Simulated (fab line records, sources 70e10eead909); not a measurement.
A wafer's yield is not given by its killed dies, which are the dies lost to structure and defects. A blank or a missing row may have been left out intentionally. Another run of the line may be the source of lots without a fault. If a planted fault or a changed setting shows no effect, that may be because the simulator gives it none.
Comparing a struck lot with a sound one -- flow nand-harc -- 24 steps out of a route of 1302
Sound: these wafers, L146.3, L146.4, L146.6. Struck: wafers L144.1, L144.4, L144.5. At the end, the cause is stated.
For every step that has rows: the tool of each side, followed by ch and its chambers, followed by its first start. Under that, the readings that differ: sound wafers -- struck wafers -- difference of the means -- sigmas: that difference in standard deviations of wafers without a fault.
alike: readings whose means differ by less than 2 such deviations, and words and numbers that are the same on both sides. not compared: withheld readings, readings that some wafer has no value for, bounds like >300 that may hide the same value, and numbers for which the record gives no deviation and whose values overlap.
A row with sigmas, a row that says differs or no value, or rows on one side alone: a step with any of these is where the two part. Numbers that don't overlap but have no deviation are shown without sigmas and don't part them. A reading that every wafer of one side lacks parts them only if that side has two wafers or more.

first, 10 steps without rows for these wafers: NHARC_A_CHANNEL_HOLE_D2_DESCUM_15 (chemistry O2, time 3 s); NHARC_A_CHANNEL_HOLE_D2_ETCH_38 (etches the open film in CF4, target depth 39 nm, time 65 s); NHARC_A_CHANNEL_HOLE_D2_ETCH_39 (etches the open film in N2/H2, target depth 260 nm, time 325 s); NHARC_A_CHANNEL_HOLE_D2_ETCH_34 (etches the open film in CF4/CHF3, target depth 154 nm, time 77 s); NHARC_A_CHANNEL_HOLE_D2_ETCH_16 (etches the open film in O2/COS, target depth 3100 nm, time 806 s); NHARC_A_CHANNEL_HOLE_D2_ETCH_19 (etches the open film in C4F8/O2/Ar, time 34.5 s); NHARC_A_CHANNEL_HOLE_D2_ETCH_20 (etches the open film in C4F8/O2/Ar, time 361.9 s, target depth 1600 nm); NHARC_A_CHANNEL_HOLE_D2_ETCH_21 (etches the open film in C4F8/O2/Ar, time 514.3 s, target depth 1600 nm); NHARC_A_CHANNEL_HOLE_D2_ETCH_22 (etches the open film in C4F8/O2/Ar, time 666.7 s, target depth 1600 nm); NHARC_A_CHANNEL_HOLE_D2_ETCH_23 (etches the open film in C4F8/O2/Ar, time 819 s, target depth 1600 nm).
NHARC_A_CHANNEL_HOLE_D2_ETCH_24: etches the open film in C4F8/O2/Ar, time 906.2 s, target depth 1500 nm.
  sound on har-etch-02 ch 0,1, day 20 20:17; struck on har-etch-02 ch 0,1, day 19 21:04
  no value came back on the struck wafers for any of 5 readings (c4f8-flow-sccm (sccm), chamber-pressure-mTorr (mTorr) and others); on the sound wafers c4f8-flow-sccm (sccm) reads 93.67 93.72 93.66
  not compared: rf-hours-counter-h
then, 6 steps without rows for these wafers: NHARC_A_CHANNEL_HOLE_D2_ETCH_25 (etches the open film in C4F8/O2/Ar, time 1040.2 s, target depth 1500 nm); NHARC_A_CHANNEL_HOLE_D2_ETCH_26 (etches the open film in C4F8/O2/Ar, time 224.1 s, target depth 300 nm); NHARC_A_CHANNEL_HOLE_D2_ETCH_27 (etches the open film in C4F8/O2/Ar, time 90 s, target depth 400 nm); NHARC_A_CHANNEL_HOLE_D2_STRIP_41 (strips in N2/H2); NHARC_A_CHANNEL_HOLE_D2_STRIP_42 (strips in CF4/CHF3); NHARC_A_CHANNEL_HOLE_D2_STRIP_43 (strips in O2/COS).
NHARC_A_CHANNEL_HOLE_D2_ETCH_44: etches the open film in CF4/O2, target depth 140 nm, overetch 14 nm, time 77 s.
  sound on rie-diel-05 ch 1,2,3, day 20 22:38; struck on rie-diel-12 ch 2,3, day 19 23:40
reading,sound,struck,difference,sigmas
model.A_CHANNEL_HOLE_D2.cd-nm (nm),90.44 90.35 90.46,98.09 99.3 100.6,+8.91,
  alike: bias-w, cf4-flow-sccm, drypump-motor-current-A, oes-product-au, rf-vpp-V, showerhead-plenum-p-Torr, throttle-valve-pct
  not compared: rf-hours-counter-h
then, 3 steps without rows for these wafers: NHARC_A_CHANNEL_HOLE_D2_STRIP_28 (strips in O2); NHARC_A_CHANNEL_HOLE_D2_PRECLEAN_29 (cleans in SC1); NHARC_A_CHANNEL_HOLE_D2_SRD_30.
NHARC_A_CHANNEL_HOLE_D2_CD_MEAS_31:
  sound on cd-sem-03 at day 20 23:26; struck on cd-sem-02 at day 20 00:27
reading,sound,struck,difference,sigmas
cd-nm (nm),90.5 90.7 90.9,0.2 0.6 -0.7,-90.7,-82
NHARC_A_CHANNEL_HOLE_D2_XSEM_32:
  sound on xsem-02 ch 0, day 20 23:32; struck on xsem-01 ch 0, day 20 00:32
reading,sound,struck,difference,sigmas
bot-cd-nm (nm),75.0 74.9 76.3,0.2 0.7 0.0,-75.1,-63
bow-nm (nm),8.91 8.93 8.89,0.54 0.54 0.54,-8.37,-32
  alike: tilt-deg
-- the record jumps here: 11 days lie between the struck wafers' starts before and after (it left off in module A_CHANNEL_HOLE_D2 and takes up again in module END, whose first step shown is number 1302 of the route) --
NHARC_END_SORT_01:
  sound on prober-01 ch 0, day 31 21:09; struck on prober-02 ch 0, day 30 19:08
reading,sound,struck,difference,sigmas
killed-at-array,44 37 38,667 667 664,+626,+33
killed-at-other,0 0 0,2 4 1,+2,+2
killed-dies,48 43 40,677 677 677,+633,+32
  alike: killed-at-periphery, killed-open, killed-short

== WHERE THEY PART ==
First at NHARC_A_CHANNEL_HOLE_D2_ETCH_24; last, within this record, at NHARC_END_SORT_01.

WHY: the cause the simulator had injected
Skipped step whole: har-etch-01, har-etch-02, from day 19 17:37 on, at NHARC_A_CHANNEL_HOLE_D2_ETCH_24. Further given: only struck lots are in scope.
